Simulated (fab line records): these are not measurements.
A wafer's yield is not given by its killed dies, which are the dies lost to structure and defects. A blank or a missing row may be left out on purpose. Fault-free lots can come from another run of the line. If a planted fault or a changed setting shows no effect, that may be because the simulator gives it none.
fab line records + flow n5_finfet + part 2 of 2: steps 5 to 6 of 6
[record]
- lots = 22
- wafers = 66
- last_day = 18
route steps=1938 shown BEOL_M0_SAQP@673 BEOL_M0@720 BEOL_M1@752
lots that met no fault: from a run of the same line without faults
start_h: the number of hours between the record's first day and the start of the first shown wafer of the lot + wait_h: time in hours since the lot's previous step + " identical to the entry in the row above + L1.1+2: a row that stands for several wafers + - no value, or no start was given + * or withheld: withheld + < > ~ a bound
route shown NAME@n: names a module that has steps shown in the file, with the first one's number in the route + usual: mean/standard deviation of fault-free wafers + same: alike in all rows + chamber/n: place in a boat + sites: each site's reading + _std_site: the values' standard deviation + _edge_site: outer sites' mean less inner sites' + radius_mm: for every site, how far away it sits from the centre of the wafer + mask NAME#n: copy n + behind: the last tool/chamber to shape the wafer + hold: cause of the lot's hold/its duration in hours/its outcome + device: transistor that didn't switch, given as n, p or np + end of line: the same wafers' tests at the end of the route + a step with no rows: only its recipe + killed: at the first sort, the dies lost to defects and structure; wafer yield is something else + map: dies across one wafer; x = killed, . = not, _ = none there
set.NAME: the setting the step ran with; set.NAME@STEP: the setting that earlier step ran with + model.NAME: the simulator's own value behind a step, which no gauge read
a sample of lots followed through the steps of the route, with each step as a table and each wafer as a row
services: the hour from which a tool's chamber was out of use, counted from the record's first day as start_h (under 0 if before that day), plus the number of hours and why
[[steps]]
[step N5_BEOL_M1_STRIP_66]
[recipe]
- chemistry = CF4
- resist = SiARC
- power_w = 300
- bias_power_w = 75
- pressure_mtorr = 50
- cf4_flow_sccm = 150
- rf_frequency_hz = 6e+07
[usual]
- drypump_motor_current_A = 5.4/0.5
- oes_product_au = 0.74/0.046
- rf_vpp_V = 270.3/1.5
- showerhead_plenum_p_Torr = 1.76/0.062
- throttle_valve_pct = 13.60/0.18
| lot.wafer | tool        | chamber | start_h | wait_h | drypump_motor_current_A | oes_product_au | rf_hours_counter_h | rf_vpp_V | showerhead_plenum_p_Torr | throttle_valve_pct |
|-----------|-------------|---------|---------|--------|-------------------------|----------------|--------------------|----------|--------------------------|--------------------|
| L074.1    | rie_diel-02 | 1       | 123.41  | 0.0    | 6.3                     | 0.78           | 132                | 270.2    | 1.72                     | 13.36              |
| L074.4    | "           | 0       | "       | "      | 5.3                     | 0.89           | 29                 | 273.1    | 1.90                     | 13.18              |
| L074.5    | "           | 1       | "       | "      | 6.3                     | 0.79           | -                  | 270.0    | 1.72                     | 13.37              |
| L075.2    | rie_diel-06 | 1       | 127.52  | 0.0    | 4.9                     | 0.77           | 127                | 268.5    | 1.74                     | 13.61              |
| L075.3    | "           | 2       | "       | "      | 5.0                     | 0.75           | 136                | 269.3    | 1.74                     | 13.57              |
| L075.6    | "           | 3       | "       | "      | 5.6                     | 0.68           | -                  | 269.6    | 1.70                     | 13.55              |
| L076.2    | rie_diel-01 | 0       | 132.61  | 0.0    | 5.4                     | 0.79           | 95                 | 267.6    | 1.68                     | 13.33              |
| L076.4    | "           | 3       | "       | "      | 5.7                     | 0.70           | 222                | 271.7    | 1.78                     | 13.72              |
| L076.6    | "           | 1       | "       | "      | 4.7                     | 0.72           | -                  | 272.3    | 1.86                     | 13.79              |
| L077.2    | rie_diel-02 | 0       | 140.37  | 0.0    | 5.2                     | 0.87           | 35                 | 272.1    | 1.90                     | 13.18              |
| L077.3    | "           | 2       | "       | "      | 5.1                     | 0.75           | 148                | 270.0    | 1.73                     | 13.55              |
| L077.5    | "           | 3       | "       | "      | 5.8                     | 0.78           | -                  | 270.7    | 1.81                     | 13.55              |
| L078.2    | rie_diel-01 | 0       | 145.35  | 0.0    | 5.4                     | 0.79           | 98                 | 268.5    | 1.67                     | 13.35              |
| L078.3    | "           | 3       | "       | "      | 5.7                     | 0.70           | 225                | 270.9    | 1.78                     | 13.71              |
| L078.4    | "           | 1       | "       | "      | 4.7                     | 0.71           | 179                | 273.0    | 1.85                     | 13.81              |
| L079.1    | rie_diel-01 | 1       | 160.88  | 0.0    | 4.6                     | 0.70           | 184                | 271.1    | 1.85                     | 13.80              |
| L079.2    | "           | 3       | "       | "      | 5.7                     | 0.69           | 230                | 271.0    | 1.78                     | 13.73              |
| L079.5    | "           | 2       | "       | "      | 6.3                     | 0.73           | -                  | 270.4    | 1.79                     | 13.47              |
| L081.3    | rie_diel-01 | 3       | 164.68  | 0.0    | 5.7                     | 0.70           | 231                | 268.6    | 1.78                     | 13.74              |
| L081.4    | "           | 0       | "       | "      | 5.4                     | 0.78           | 104                | 269.5    | 1.67                     | 13.37              |
| L081.6    | "           | 2       | "       | "      | 6.3                     | 0.72           | -                  | 271.5    | 1.79                     | 13.47              |
| L082.1    | rie_diel-02 | 3       | 175.05  | 0.0    | 5.9                     | 0.75           | 138                | 272.3    | 1.81                     | 13.58              |
| L082.5    | "           | 0       | "       | "      | 5.3                     | 0.86           | -                  | 272.0    | 1.90                     | 13.20              |
| L082.6    | "           | 3       | "       | "      | 5.9                     | 0.76           | -                  | 272.7    | 1.81                     | 13.56              |
| L083.2    | rie_diel-06 | 3       | 179.43  | 0.0    | 5.6                     | 0.67           | 229                | 269.8    | 1.70                     | 13.58              |
| L083.4    | "           | 2       | "       | "      | 5.0                     | 0.74           | 154                | 268.5    | 1.73                     | 13.61              |
| L083.5    | "           | 0       | "       | "      | 5.5                     | 0.73           | -                  | 270.0    | 1.79                     | 13.86              |
| L084.1    | rie_diel-02 | 3       | 185.70  | 0.0    | 5.9                     | 0.76           | 140                | 271.1    | 1.81                     | 13.59              |
| L084.5    | "           | 0       | "       | "      | 5.3                     | 0.85           | -                  | 274.0    | 1.89                     | 13.20              |
| L084.6    | "           | 1       | "       | "      | 6.3                     | 0.77           | -                  | 270.6    | 1.72                     | 13.40              |
| L085.2    | rie_diel-06 | 3       | 191.13  | 0.0    | 5.6                     | 0.67           | 233                | 267.6    | 1.70                     | 13.59              |
| L085.3    | "           | 2       | "       | "      | 5.0                     | 0.73           | 158                | 268.2    | 1.73                     | 13.61              |
| L085.4    | "           | 0       | "       | "      | 5.5                     | 0.72           | 160                | 269.9    | 1.79                     | 13.87              |
| L086.1    | rie_diel-06 | 2       | 197.79  | 0.0    | 5.0                     | 0.73           | 160                | 268.7    | 1.73                     | 13.60              |
| L086.5    | "           | 3       | "       | "      | 5.6                     | 0.67           | -                  | 269.9    | 1.70                     | 13.60              |
| L086.6    | "           | 0       | "       | "      | 5.5                     | 0.72           | -                  | 269.6    | 1.79                     | 13.88              |
| L087.2    | rie_diel-02 | 1       | 202.11  | 0.0    | 6.3                     | 0.76           | 155                | 269.3    | 1.72                     | 13.41              |
| L087.4    | "           | 3       | "       | "      | 5.9                     | 0.76           | 145                | 270.3    | 1.81                     | 13.61              |
| L087.6    | "           | 1       | "       | "      | 6.3                     | 0.76           | -                  | 270.1    | 1.72                     | 13.41              |
| L089.1    | rie_diel-06 | 0       | 211.47  | 0.0    | 5.5                     | 0.71           | 167                | 269.9    | 1.79                     | 13.88              |
| L089.2    | "           | 1       | "       | "      | 4.9                     | 0.76           | 153                | 269.2    | 1.73                     | 13.68              |
| L089.3    | "           | 3       | "       | "      | 5.6                     | 0.67           | 240                | 268.7    | 1.70                     | 13.61              |
| L088.1    | rie_diel-06 | 2       | 212.82  | 0.0    | 5.0                     | 0.73           | 164                | 271.2    | 1.73                     | 13.63              |
| L088.3    | "           | 1       | "       | "      | 4.9                     | 0.76           | 153                | 270.7    | 1.73                     | 13.65              |
| L088.5    | "           | 3       | "       | "      | 5.6                     | 0.66           | -                  | 269.7    | 1.70                     | 13.60              |
| L090.2    | rie_diel-02 | 3       | 217.68  | 0.0    | 5.8                     | 0.76           | 151                | 270.0    | 1.81                     | 13.61              |
| L090.3    | "           | 2       | "       | "      | 5.1                     | 0.73           | 170                | 269.8    | 1.73                     | 13.59              |
| L090.4    | "           | 1       | "       | "      | 6.3                     | 0.76           | 160                | 269.0    | 1.71                     | 13.43              |
| L091.2    | rie_diel-06 | 2       | 229.61  | 0.0    | 5.0                     | 0.72           | 169                | 270.1    | 1.73                     | 13.64              |
| L091.3    | "           | 0       | "       | "      | 5.5                     | 0.72           | 172                | 270.3    | 1.79                     | 13.90              |
| L091.5    | "           | 1       | "       | "      | 4.9                     | 0.75           | -                  | 270.0    | 1.73                     | 13.67              |
| L092.2    | rie_diel-06 | 3       | 232.87  | 0.0    | 5.6                     | 0.66           | 246                | 269.5    | 1.69                     | 13.63              |
| L092.4    | "           | 1       | "       | "      | 4.9                     | 0.75           | 160                | 271.4    | 1.73                     | 13.68              |
| L092.6    | "           | 1       | "       | "      | 4.9                     | 0.75           | -                  | 268.5    | 1.73                     | 13.67              |
| L093.1    | rie_diel-01 | 1       | 234.48  | 0.0    | 4.7                     | 0.69           | 207                | 272.1    | 1.85                     | 13.87              |
| L093.2    | "           | 2       | "       | "      | 6.3                     | 0.72           | 175                | 270.7    | 1.78                     | 13.53              |
| L093.5    | "           | 0       | "       | "      | 5.4                     | 0.77           | -                  | 267.5    | 1.67                     | 13.39              |
| L095.1    | rie_diel-06 | 0       | 244.99  | 0.0    | 5.5                     | 0.72           | 176                | 270.9    | 1.79                     | 13.90              |
| L095.3    | "           | 1       | "       | "      | 5.0                     | 0.74           | 164                | 268.0    | 1.73                     | 13.69              |
| L095.5    | "           | 3       | "       | "      | 5.5                     | 0.66           | -                  | 268.9    | 1.69                     | 13.65              |
| L096.1    | rie_diel-01 | 2       | 257.43  | 0.0    | 6.3                     | 0.70           | 184                | 270.1    | 1.78                     | 13.52              |
| L096.3    | "           | 1       | "       | "      | 4.7                     | 0.69           | 217                | 273.2    | 1.84                     | 13.89              |
| L096.5    | "           | 1       | "       | "      | 4.7                     | 0.68           | -                  | 272.5    | 1.84                     | 13.88              |
| L097.2    | rie_diel-01 | 1       | 259.38  | 0.0    | 4.7                     | 0.69           | 218                | 270.9    | 1.84                     | 13.89              |
| L097.3    | "           | 2       | "       | "      | 6.3                     | 0.70           | 184                | 271.8    | 1.78                     | 13.53              |
| L097.5    | "           | 0       | "       | "      | 5.4                     | 0.75           | -                  | 267.7    | 1.66                     | 13.43              |
[step N5_BEOL_M1_HM_OPEN_17]
[recipe]
- chemistry = Cl2/BCl3
- target_depth_a = 200
- overetch_a = 60
- target = TiN
- mask_material = SOC
- ion_energy_ev = 150
- pressure_mtorr = 10
- icp_w = 1000
- bias_w = 126
- Cl2_flow_sccm = 53.25
- bcl3_flow_sccm = 21.75
- Ar_flow_sccm = 25
[usual]
- drypump_motor_current_A = 5.6/0.43
- mfc_ar_sccm = 25.00/0.077
- mfc_cl2_sccm = 53.25/0.16
- oes_product_au = 0.67/0.087
- throttle_valve_pct = 22.27/0.24
| lot.wafer | tool         | chamber | start_h | wait_h | drypump_motor_current_A | mfc_ar_sccm | mfc_cl2_sccm | oes_product_au | rf_hours_counter_h | throttle_valve_pct |
|-----------|--------------|---------|---------|--------|-------------------------|-------------|--------------|----------------|--------------------|--------------------|
| L074.1    | rie_metal-01 | 0       | 123.45  | 0.0    | 5.2                     | 25.11       | 53.12        | 0.49           | 146                | 22.71              |
| L074.4    | "            | 0       | "       | "      | 5.2                     | 25.08       | 53.32        | 0.49           | -                  | 22.71              |
| L074.5    | "            | 0       | "       | "      | 5.2                     | 24.99       | 53.20        | 0.49           | -                  | 22.70              |
| L075.2    | rie_metal-01 | 0       | 127.57  | 0.0    | 5.2                     | 24.90       | 53.28        | 0.49           | 146                | 22.71              |
| L075.3    | "            | 1       | "       | "      | 5.7                     | 24.97       | 53.08        | 0.60           | -                  | 22.36              |
| L075.6    | "            | 1       | "       | "      | 5.7                     | 24.95       | 53.44        | 0.60           | -                  | 22.36              |
| L076.2    | rie_metal-01 | 0       | 132.65  | 0.0    | 5.2                     | 25.01       | 53.41        | 0.50           | 146                | 22.71              |
| L076.4    | "            | 1       | "       | "      | 5.7                     | 25.12       | 53.22        | 0.60           | -                  | 22.36              |
| L076.6    | "            | 1       | "       | "      | 5.7                     | 25.07       | 53.71        | 0.60           | -                  | 22.35              |
| L077.2    | rie_metal-02 | 1       | 140.41  | 0.0    | 6.4                     | 24.87       | 53.47        | 0.72           | 18                 | 21.96              |
| L077.3    | "            | 1       | "       | "      | 6.3                     | 24.96       | 53.06        | 0.72           | -                  | 21.95              |
| L077.5    | "            | 0       | "       | "      | 5.1                     | 25.16       | 53.28        | 0.75           | -                  | 21.93              |
| L078.2    | rie_metal-01 | 1       | 145.42  | 0.1    | 5.7                     | 24.92       | 53.43        | 0.60           | -                  | 22.36              |
| L078.3    | "            | 1       | "       | "      | 5.7                     | 24.93       | 53.72        | 0.60           | -                  | 22.36              |
| L078.4    | "            | 1       | "       | "      | 5.7                     | 25.01       | 53.40        | 0.59           | -                  | 22.36              |
| L079.1    | rie_metal-01 | 1       | 160.92  | 0.0    | 5.7                     | 24.87       | 53.01        | 0.59           | 79                 | 22.36              |
| L079.2    | "            | 0       | "       | "      | 5.2                     | 25.10       | 53.44        | 0.84           | 0                  | 22.43              |
| L079.5    | "            | 1       | "       | "      | 5.8                     | 24.90       | 53.23        | 0.58           | -                  | 22.40              |
| L081.3    | rie_metal-01 | 0       | 164.75  | 0.1    | 5.1                     | 25.10       | 53.28        | 0.83           | -                  | 22.44              |
| L081.4    | "            | 1       | "       | "      | 5.8                     | 25.05       | 53.21        | 0.59           | -                  | 22.35              |
| L081.6    | "            | 0       | "       | "      | 5.2                     | 24.98       | 53.12        | 0.83           | -                  | 22.47              |
| L082.1    | rie_metal-01 | 1       | 175.09  | 0.0    | 5.7                     | 25.05       | 52.97        | 0.58           | 81                 | 22.38              |
| L082.5    | "            | 1       | "       | "      | 5.7                     | 25.07       | 53.13        | 0.59           | -                  | 22.37              |
| L082.6    | "            | 1       | "       | "      | 5.7                     | 25.11       | 53.08        | 0.58           | -                  | 22.36              |
| L083.2    | rie_metal-01 | 1       | 179.50  | 0.1    | 5.7                     | 24.87       | 53.41        | 0.59           | -                  | 22.38              |
| L083.4    | "            | 1       | "       | "      | 5.7                     | 24.88       | 53.36        | 0.59           | -                  | 22.38              |
| L083.5    | "            | 1       | "       | "      | 5.7                     | 24.92       | 53.22        | 0.59           | -                  | 22.36              |
| L084.1    | rie_metal-01 | 0       | 185.74  | 0.0    | 5.2                     | 25.07       | 53.25        | 0.82           | 1                  | 22.43              |
| L084.5    | "            | 1       | "       | "      | 5.7                     | 25.07       | 53.14        | 0.59           | -                  | 22.37              |
| L084.6    | "            | 0       | "       | "      | 5.2                     | 25.03       | 53.38        | 0.83           | -                  | 22.43              |
| L085.2    | rie_metal-02 | 1       | 191.17  | 0.0    | 6.3                     | 24.86       | 53.43        | 0.70           | 23                 | 21.94              |
| L085.3    | "            | 1       | "       | "      | 6.3                     | 24.88       | 53.19        | 0.71           | -                  | 21.97              |
| L085.4    | "            | 0       | "       | "      | 5.2                     | 25.13       | 53.26        | 0.73           | -                  | 21.97              |
| L086.1    | rie_metal-01 | 1       | 197.83  | 0.0    | 5.7                     | 25.04       | 53.43        | 0.59           | 83                 | 22.36              |
| L086.5    | "            | 1       | "       | "      | 5.8                     | 25.01       | 53.39        | 0.59           | -                  | 22.39              |
| L086.6    | "            | 0       | "       | "      | 5.2                     | 25.02       | 53.26        | 0.81           | -                  | 22.43              |
| L087.2    | rie_metal-02 | 0       | 202.15  | 0.0    | 5.2                     | 25.14       | 53.42        | 0.74           | 20                 | 21.95              |
| L087.4    | "            | 1       | "       | "      | 6.3                     | 24.97       | 53.26        | 0.70           | -                  | 21.95              |
| L087.6    | "            | 1       | "       | "      | 6.3                     | 24.93       | 53.15        | 0.71           | -                  | 21.95              |
| L089.1    | rie_metal-02 | 0       | 211.51  | 0.0    | 5.2                     | 25.07       | 53.31        | 0.72           | 20                 | 21.97              |
| L089.2    | "            | 1       | "       | "      | 6.4                     | 25.06       | 53.28        | 0.71           | 24                 | 21.97              |
| L089.3    | "            | 1       | "       | "      | 6.4                     | 25.01       | 53.30        | 0.71           | -                  | 21.95              |
| L088.1    | rie_metal-02 | 1       | 212.86  | 0.0    | 6.3                     | 24.95       | 53.30        | 0.71           | 24                 | 21.93              |
| L088.3    | "            | 0       | "       | "      | 5.1                     | 25.14       | 53.20        | 0.72           | -                  | 21.98              |
| L088.5    | "            | 1       | "       | "      | 6.3                     | 25.01       | 53.37        | 0.70           | -                  | 21.93              |
| L090.2    | rie_metal-02 | 0       | 217.73  | 0.0    | 5.2                     | 25.02       | 53.11        | 0.72           | 21                 | 21.96              |
| L090.3    | "            | 1       | "       | "      | 6.3                     | 25.00       | 53.47        | 0.69           | -                  | 21.98              |
| L090.4    | "            | 0       | "       | "      | 5.2                     | 25.11       | 53.34        | 0.72           | -                  | 21.97              |
| L091.2    | rie_metal-01 | 0       | 229.65  | 0.0    | 5.2                     | 25.05       | 53.36        | 0.79           | 5                  | 22.45              |
| L091.3    | "            | 1       | "       | "      | 5.8                     | 25.02       | 52.89        | 0.58           | -                  | 22.38              |
| L091.5    | "            | 1       | "       | "      | 5.7                     | 24.98       | 53.21        | 0.58           | -                  | 22.40              |
| L092.2    | rie_metal-03 | 1       | 232.94  | 0.1    | 6.0                     | 24.96       | 53.24        | 0.70           | -                  | 22.49              |
| L092.4    | "            | 1       | "       | "      | 6.0                     | 24.91       | 53.33        | 0.71           | -                  | 22.49              |
| L092.6    | "            | 1       | "       | "      | 6.0                     | 24.92       | 53.08        | 0.70           | -                  | 22.49              |
| L093.1    | rie_metal-02 | 1       | 234.52  | 0.0    | 6.3                     | 24.85       | 53.37        | 0.70           | 27                 | 21.97              |
| L093.2    | "            | 0       | "       | "      | 5.2                     | 24.95       | 53.23        | 0.71           | 22                 | 21.96              |
| L093.5    | "            | 1       | "       | "      | 6.3                     | 24.98       | 53.30        | 0.70           | -                  | 21.94              |
| L095.1    | rie_metal-01 | 1       | 245.03  | 0.0    | 5.7                     | 25.11       | 53.29        | 0.57           | 88                 | 22.40              |
| L095.3    | "            | 0       | "       | "      | 5.2                     | 25.03       | 53.06        | 0.77           | -                  | 22.45              |
| L095.5    | "            | 0       | "       | "      | 5.1                     | 25.10       | 53.08        | 0.77           | -                  | 22.46              |
| L096.1    | rie_metal-02 | 0       | 257.47  | 0.0    | 5.1                     | 25.01       | 53.24        | 0.71           | 24                 | 21.96              |
| L096.3    | "            | 1       | "       | "      | 6.4                     | 24.97       | 53.53        | 0.70           | -                  | 21.94              |
| L096.5    | "            | 0       | "       | "      | 5.1                     | 24.96       | 53.06        | 0.71           | -                  | 21.96              |
| L097.2    | rie_metal-03 | 1       | 259.43  | 0.0    | 6.0                     | 25.04       | 53.36        | 0.69           | 30                 | 22.49              |
| L097.3    | "            | 0       | "       | "      | 5.5                     | 24.93       | 53.23        | 0.61           | -                  | 22.35              |
| L097.5    | "            | 0       | "       | "      | 5.5                     | 25.09       | 53.19        | 0.62           | -                  | 22.35              |
[[services]]
| tool         | chamber | start_h | hours | kind                          |
|--------------|---------|---------|-------|-------------------------------|
| rie_diel-01  | -       | 89.90   | 2.8   | pm                            |
| rie_diel-04  | -       | 94.95   | 0.9   | repair                        |
| rie_diel-02  | 0       | 100.79  | 3.5   | repair                        |
| rie_diel-02  | 0       | 104.59  | 9.6   | repair                        |
| rie_diel-02  | 3       | 125.78  | 8.9   | repair                        |
| rie_diel-04  | 0       | 154.52  | 2.4   | repair                        |
| rie_diel-04  | 0       | 161.59  | 5.3   | repair                        |
| rie_diel-06  | 0       | 161.86  | 8.2   | repair                        |
| rie_diel-03  | 1       | 165.50  | 5.0   | repair                        |
| rie_metal-01 | 0       | 170.61  | 11.9  | repair                        |
| rie_metal-02 | 1       | 187.87  | 1.7   | repair                        |
| rie_diel-05  | 3       | 202.56  | 13.1  | repair                        |
| rie_metal-03 | 0       | 215.64  | 3.2   | repair                        |
| rie_metal-02 | 0       | 223.35  | 4.1   | repair                        |
| rie_metal-03 | 0       | 224.56  | 9.9   | repair                        |
| rie_diel-01  | 2       | 235.65  | 2.4   | repair                        |
| rie_diel-01  | 3       | 236.99  | 5.4   | repair                        |
| rie_diel-01  | 3       | 242.70  | -     | clean                         |
| rie_diel-06  | 3       | 247.21  | -     | clean                         |
| rie_diel-06  | 3       | 247.21  | -     | consumable_replace:focus_ring |
| rie_diel-06  | 3       | 247.21  | -     | consumable_replace:showerhead |
| rie_diel-06  | 3       | 247.21  | 23.3  | scheduled_down                |
| rie_diel-06  | 3       | 247.21  | 23.3  | vent_cycle                    |
| rie_metal-02 | 0       | 258.04  | 13.5  | repair                        |
